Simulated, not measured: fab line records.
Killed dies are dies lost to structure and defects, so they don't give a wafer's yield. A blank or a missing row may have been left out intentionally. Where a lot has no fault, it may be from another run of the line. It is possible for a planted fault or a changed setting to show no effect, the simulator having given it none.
Which tool did it? || flow nand_harc || 72 wafers from 24 lots sampled at 2 of the route's 1302 steps

## WHAT THE GAUGES READ, wafer by wafer
NHARC_A_CONTACT_CD_MEAS_15. Usual: cd_nm 190.0 nm, standard deviation 0.61.
{"lot": "L075", "measured": "day 22 20:12", "on": "cd_sem-01", "cd_nm (nm)": "190.2 190.9 190.8", "flag": ""}
{"lot": "L074", "measured": "day 22 23:06", "on": "cd_sem-03", "cd_nm (nm)": "190.2 190.5 190.6", "flag": ""}
{"lot": "L076", "measured": "day 23 08:54", "on": "cd_sem-01", "cd_nm (nm)": "189.4 189.6 190.0", "flag": ""}
{"lot": "L077", "measured": "day 23 10:50", "on": "cd_sem-03", "cd_nm (nm)": "190.1 190.4 190.4", "flag": ""}
{"lot": "L079", "measured": "day 24 02:37", "on": "cd_sem-03", "cd_nm (nm)": "188.8 189.3 189.3", "flag": ""}
{"lot": "L078", "measured": "day 24 04:32", "on": "cd_sem-02", "cd_nm (nm)": "189.0 188.9 189.1", "flag": ""}
{"lot": "L080", "measured": "day 25 01:50", "on": "cd_sem-03", "cd_nm (nm)": "190.2 190.0 189.7", "flag": ""}
{"lot": "L082", "measured": "day 26 13:58", "on": "cd_sem-02", "cd_nm (nm)": "190.0 190.2 189.8", "flag": ""}
{"lot": "L081", "measured": "day 26 18:52", "on": "cd_sem-02", "cd_nm (nm)": "189.5 189.6 189.5", "flag": ""}
{"lot": "L083", "measured": "day 26 20:37", "on": "cd_sem-01", "cd_nm (nm)": "190.8 190.8 190.9", "flag": ""}
{"lot": "L084", "measured": "day 27 01:33", "on": "cd_sem-02", "cd_nm (nm)": "189.9 190.3 190.8", "flag": ""}
{"lot": "L085", "measured": "day 27 18:33", "on": "cd_sem-01", "cd_nm (nm)": "190.2 189.5 189.6", "flag": ""}
{"lot": "L086", "measured": "day 27 20:30", "on": "cd_sem-03", "cd_nm (nm)": "190.1 190.3 189.7", "flag": ""}
{"lot": "L088", "measured": "day 28 09:39", "on": "cd_sem-02", "cd_nm (nm)": "190.3 190.2 190.4", "flag": ""}
{"lot": "L089", "measured": "day 28 11:37", "on": "cd_sem-02", "cd_nm (nm)": "189.5 189.7 189.9", "flag": ""}
{"lot": "L087", "measured": "day 28 17:45", "on": "cd_sem-01", "cd_nm (nm)": "191.3 190.7 191.4", "flag": ""}
{"lot": "L090", "measured": "day 29 22:33", "on": "cd_sem-01", "cd_nm (nm)": "188.6 190.0 189.2", "flag": ""}
{"lot": "L091", "measured": "day 30 03:32", "on": "cd_sem-01", "cd_nm (nm)": "190.5 190.4 190.2", "flag": ""}
{"lot": "L092", "measured": "day 30 08:07", "on": "cd_sem-03", "cd_nm (nm)": "189.5 189.7 189.5", "flag": ""}
{"lot": "L093", "measured": "day 31 13:00", "on": "cd_sem-03", "cd_nm (nm)": "189.9 190.2 189.7", "flag": ""}
{"lot": "L094", "measured": "day 31 13:50", "on": "cd_sem-02", "cd_nm (nm)": "190.3 190.2 190.0", "flag": ""}
{"lot": "L095", "measured": "day 31 14:57", "on": "cd_sem-02", "cd_nm (nm)": "188.7 189.3 189.0", "flag": ""}
{"lot": "L096", "measured": "day 32 10:54", "on": "cd_sem-02", "cd_nm (nm)": "190.6 190.4 190.4", "flag": ""}
{"lot": "L097", "measured": "day 32 12:28", "on": "cd_sem-01", "cd_nm (nm)": "189.6 189.8 189.5", "flag": ""}

## EACH LOT AND THE TOOL THAT RAN IT (in order: tool; ch and the chambers of the sampled wafers; start)
{"lot": "L075", "NHARC_A_CONTACT_DEP_85": "pecvd-04 ch 0,1, day 22 16:16"}
{"lot": "L074", "NHARC_A_CONTACT_DEP_85": "pecvd-04 ch 0,1, day 22 19:11"}
{"lot": "L076", "NHARC_A_CONTACT_DEP_85": "pecvd-02 ch 0,1, day 23 04:13"}
{"lot": "L077", "NHARC_A_CONTACT_DEP_85": "pecvd-04 ch 0,1,2, day 23 06:44"}
{"lot": "L079", "NHARC_A_CONTACT_DEP_85": "pecvd-02 ch 0,1, day 23 22:41"}
{"lot": "L078", "NHARC_A_CONTACT_DEP_85": "pecvd-02 ch 0,1,2, day 24 00:34"}
{"lot": "L080", "NHARC_A_CONTACT_DEP_85": "pecvd-02 ch 0,1,2, day 24 21:48"}
{"lot": "L082", "NHARC_A_CONTACT_DEP_85": "pecvd-04 ch 0,1, day 26 09:50"}
{"lot": "L081", "NHARC_A_CONTACT_DEP_85": "pecvd-04 ch 0,1, day 26 14:50"}
{"lot": "L083", "NHARC_A_CONTACT_DEP_85": "pecvd-01 ch 0,1,2, day 26 16:31"}
{"lot": "L084", "NHARC_A_CONTACT_DEP_85": "pecvd-02 ch 0,1, day 26 21:25"}
{"lot": "L085", "NHARC_A_CONTACT_DEP_85": "pecvd-01 ch 0,2, day 27 14:14"}
{"lot": "L086", "NHARC_A_CONTACT_DEP_85": "pecvd-01 ch 0,1, day 27 15:55"}
{"lot": "L088", "NHARC_A_CONTACT_DEP_85": "pecvd-01 ch 1,2, day 28 05:35"}
{"lot": "L089", "NHARC_A_CONTACT_DEP_85": "pecvd-01 ch 1,2, day 28 07:38"}
{"lot": "L087", "NHARC_A_CONTACT_DEP_85": "pecvd-04 ch 1,2, day 28 13:02"}
{"lot": "L090", "NHARC_A_CONTACT_DEP_85": "pecvd-04 ch 0,1,2, day 29 18:35"}
{"lot": "L091", "NHARC_A_CONTACT_DEP_85": "pecvd-01 ch 0,1, day 29 23:34"}
{"lot": "L092", "NHARC_A_CONTACT_DEP_85": "pecvd-02 ch 0,1,2, day 30 04:09"}
{"lot": "L093", "NHARC_A_CONTACT_DEP_85": "pecvd-02 ch 0,2, day 31 08:57"}
{"lot": "L094", "NHARC_A_CONTACT_DEP_85": "pecvd-04 ch 0,1,2, day 31 09:44"}
{"lot": "L095", "NHARC_A_CONTACT_DEP_85": "pecvd-01 ch 0,1,2, day 31 10:46"}
{"lot": "L096", "NHARC_A_CONTACT_DEP_85": "pecvd-04 ch 0,1, day 32 06:52"}
{"lot": "L097", "NHARC_A_CONTACT_DEP_85": "pecvd-02 ch 0,1, day 32 08:31"}
- NHARC_A_CONTACT_DEP_85: deposits SiON, target thk 60 nm.

## AS READ BY THE TOOLS THEMSELVES (means over the sampled wafers that have a number; for cases with no such wafer, the mark the record gives instead)
NHARC_A_CONTACT_DEP_85. Usual: chamber_pressure_Torr 3.499 Torr, standard deviation 0.0081; heater_power_w 749 W, standard deviation 95.
{"lot": "L075", "tool": "pecvd-04", "chamber_pressure_Torr (Torr)": 3.497, "heater_power_w (W)": 725, "flag": ""}
{"lot": "L074", "tool": "pecvd-04", "chamber_pressure_Torr (Torr)": 3.497, "heater_power_w (W)": 786, "flag": ""}
{"lot": "L076", "tool": "pecvd-02", "chamber_pressure_Torr (Torr)": 3.499, "heater_power_w (W)": 810, "flag": ""}
{"lot": "L077", "tool": "pecvd-04", "chamber_pressure_Torr (Torr)": 3.498, "heater_power_w (W)": 726, "flag": ""}
{"lot": "L079", "tool": "pecvd-02", "chamber_pressure_Torr (Torr)": 3.503, "heater_power_w (W)": 725, "flag": ""}
{"lot": "L078", "tool": "pecvd-02", "chamber_pressure_Torr (Torr)": 3.493, "heater_power_w (W)": 790, "flag": ""}
{"lot": "L080", "tool": "pecvd-02", "chamber_pressure_Torr (Torr)": 3.499, "heater_power_w (W)": 835, "flag": ""}
{"lot": "L082", "tool": "pecvd-04", "chamber_pressure_Torr (Torr)": 3.508, "heater_power_w (W)": 763, "flag": ""}
{"lot": "L081", "tool": "pecvd-04", "chamber_pressure_Torr (Torr)": 3.502, "heater_power_w (W)": 789, "flag": ""}
{"lot": "L083", "tool": "pecvd-01", "chamber_pressure_Torr (Torr)": 3.502, "heater_power_w (W)": 746, "flag": ""}
{"lot": "L084", "tool": "pecvd-02", "chamber_pressure_Torr (Torr)": 3.496, "heater_power_w (W)": 776, "flag": ""}
{"lot": "L085", "tool": "pecvd-01", "chamber_pressure_Torr (Torr)": 3.515, "heater_power_w (W)": 820, "flag": ""}
{"lot": "L086", "tool": "pecvd-01", "chamber_pressure_Torr (Torr)": 3.490, "heater_power_w (W)": 761, "flag": ""}
{"lot": "L088", "tool": "pecvd-01", "chamber_pressure_Torr (Torr)": 3.500, "heater_power_w (W)": 674, "flag": ""}
{"lot": "L089", "tool": "pecvd-01", "chamber_pressure_Torr (Torr)": 3.493, "heater_power_w (W)": 643, "flag": ""}
{"lot": "L087", "tool": "pecvd-04", "chamber_pressure_Torr (Torr)": 3.493, "heater_power_w (W)": 624, "flag": ""}
{"lot": "L090", "tool": "pecvd-04", "chamber_pressure_Torr (Torr)": 3.494, "heater_power_w (W)": 736, "flag": ""}
{"lot": "L091", "tool": "pecvd-01", "chamber_pressure_Torr (Torr)": 3.504, "heater_power_w (W)": 767, "flag": ""}
{"lot": "L092", "tool": "pecvd-02", "chamber_pressure_Torr (Torr)": 3.503, "heater_power_w (W)": 780, "flag": ""}
{"lot": "L093", "tool": "pecvd-02", "chamber_pressure_Torr (Torr)": 3.506, "heater_power_w (W)": 794, "flag": ""}
{"lot": "L094", "tool": "pecvd-04", "chamber_pressure_Torr (Torr)": 3.509, "heater_power_w (W)": 724, "flag": ""}
{"lot": "L095", "tool": "pecvd-01", "chamber_pressure_Torr (Torr)": 3.495, "heater_power_w (W)": 712, "flag": ""}
{"lot": "L096", "tool": "pecvd-04", "chamber_pressure_Torr (Torr)": 3.499, "heater_power_w (W)": 752, "flag": ""}
{"lot": "L097", "tool": "pecvd-02", "chamber_pressure_Torr (Torr)": 3.495, "heater_power_w (W)": 825, "flag": ""}

## THE ANSWER, worked out from the rows above alone
Rule: take the mean of a lot's wafers that have a number; if it is more than 3 standard deviations from the usual mean, the lot is off. A lot without any number at a reading at which 4 lots or more have one is off too. Where the step has rows for the other lots, those lots are counted as sound. After the gauges, taken in route order, come the tools' own readings; for these a lot's mean is taken, as printed above. At the first step where some lot is off, the reading lying furthest off is the one used; lots without a number count as furthest.
Nothing can be told from this: no lot is off at any reading shown.

## WHAT HAD BEEN PUT IN BY THE SIMULATOR
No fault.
